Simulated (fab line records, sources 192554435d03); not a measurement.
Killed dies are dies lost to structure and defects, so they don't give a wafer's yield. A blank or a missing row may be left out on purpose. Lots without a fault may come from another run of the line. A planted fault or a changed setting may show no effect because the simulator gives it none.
Which tool did it? | flow n5_finfet | 10 lots, 29 wafers sampled, at 5 steps of a route of 1938

WHAT THE GAUGES READ, wafer by wafer
N5_BEOL_M15_CD_MEAS_28: target cd 407.6 nm.
lot  | measured     | on        | cd_nm (nm)
L988 | day 11 16:19 | cd_sem-02 | 406.6 409.9 406.9
L986 | day 11 20:55 | cd_sem-02 | 407.4 411.4 410.6
L992 | day 13 00:20 | cd_sem-01 | 403.7 405.2 406.3
L990 | day 13 03:32 | cd_sem-01 | 408.8 406.4 408.1
L996 | day 14 11:08 | cd_sem-01 | 407.7 407.8 406.5
L994 | day 14 11:21 | cd_sem-02 | 409.3 411.8 411.2
L999 | day 15 11:16 | cd_sem-02 | 404.6 406.5 408.9
L100 | day 16 02:43 | cd_sem-01 | 418.2 417.1
L105 | day 16 12:13 | cd_sem-01 | 410.1 415.6 409.8
L109 | day 18 04:25 | cd_sem-01 | 408.0 411.5 409.9

WHICH TOOL RAN EACH LOT (tool, then ch and the chambers of the sampled wafers, then the start)
lot  | N5_BEOL_M15_ETCH_59                | N5_BEOL_M15_STRIP_64                          | N5_BEOL_M15_ETCH_57                | N5_BEOL_M15_PEB_26
L988 | rie_diel-02 ch 0,1,2, day 11 14:58 | rie_diel-02 ch 0,1,2, day 11 15:32 or earlier | rie_diel-04 ch 0,1, day 11 15:32   | litho_track-02 ch 0, day 11 16:12
L986 | rie_diel-04 ch 0,1,2, day 11 19:35 | rie_diel-04 ch 0,1,2, day 11 20:08 or earlier | rie_diel-06 ch 0,3, day 11 20:08   | litho_track-05 ch 0, day 11 20:48
L992 | rie_diel-02 ch 0,2,3, day 12 23:00 | rie_diel-02 ch 0,2,3, day 12 23:34 or earlier | rie_diel-04 ch 0,3, day 12 23:34   | litho_track-05 ch 0, day 13 00:14
L990 | rie_diel-06 ch 0,1,2, day 13 02:04 | rie_diel-06 ch 0,1,2, day 13 02:38 or earlier | rie_diel-02 ch 0,2,3, day 13 02:38 | litho_track-01 ch 0, day 13 03:25
L996 | rie_diel-02 ch 1,3, day 14 09:40   | rie_diel-02 ch 1,3, day 14 10:14 or earlier   | rie_diel-06 ch 1,3, day 14 10:14   | litho_track-01 ch 0, day 14 11:01
L994 | rie_diel-06 ch 1,3, day 14 09:49   | rie_diel-06 ch 1,3, day 14 10:28 or earlier   | rie_diel-04 ch 0,2,3, day 14 10:28 | litho_track-05 ch 0, day 14 11:14
L999 | rie_diel-06 ch 1,2,3, day 15 09:54 | rie_diel-06 ch 1,2,3, day 15 10:29 or earlier | rie_diel-02 ch 2,3, day 15 10:29   | litho_track-05 ch 0, day 15 11:09
L100 | rie_diel-06 ch 0,1, day 16 01:14   | rie_diel-06 ch 0,1, day 16 01:49 or earlier   | rie_diel-04 ch 3, day 16 01:49     | litho_track-05 ch 0, day 16 02:35
L105 | rie_diel-06 ch 0,1,2, day 16 10:53 | rie_diel-06 ch 0,1,2, day 16 11:26 or earlier | rie_diel-02 ch 1,2, day 16 11:26   | litho_track-05 ch 0, day 16 12:06
L109 | rie_diel-02 ch 1,3, day 18 02:59   | rie_diel-02 ch 1,3, day 18 03:38 or earlier   | rie_diel-04 ch 0,1,3, day 18 03:38 | litho_track-02 ch 0, day 18 04:18
- N5_BEOL_M15_ETCH_59: etches BARC in N2/H2, target depth 89 nm, overetch 26.7 nm, time 67.9 s.
- N5_BEOL_M15_STRIP_64: strips in O2.
- N5_BEOL_M15_ETCH_57: etches SOC in N2/H2, time 750 s.
- N5_BEOL_M15_PEB_26: peb time 90 s.

THE ANSWER, worked out from the rows above alone
Rule: what is usual is taken from the lots themselves. Put in order of their means at a reading, lots are off if they are a third of the lots or fewer, leave a main group of 4 or more, and stand apart from it by a gap of 3 or more times the standard deviation of the main group's means; of several such gaps the widest counts. A main group whose means are all the same, to the digits that the tables above print for the reading, isn't used. A lot without any number at a reading at which 4 lots or more have one is off too. The other lots that the step has rows for count as sound.
No lot is off at any reading shown: from this, nothing can be told.

WHAT THE SIMULATOR HAD PUT IN
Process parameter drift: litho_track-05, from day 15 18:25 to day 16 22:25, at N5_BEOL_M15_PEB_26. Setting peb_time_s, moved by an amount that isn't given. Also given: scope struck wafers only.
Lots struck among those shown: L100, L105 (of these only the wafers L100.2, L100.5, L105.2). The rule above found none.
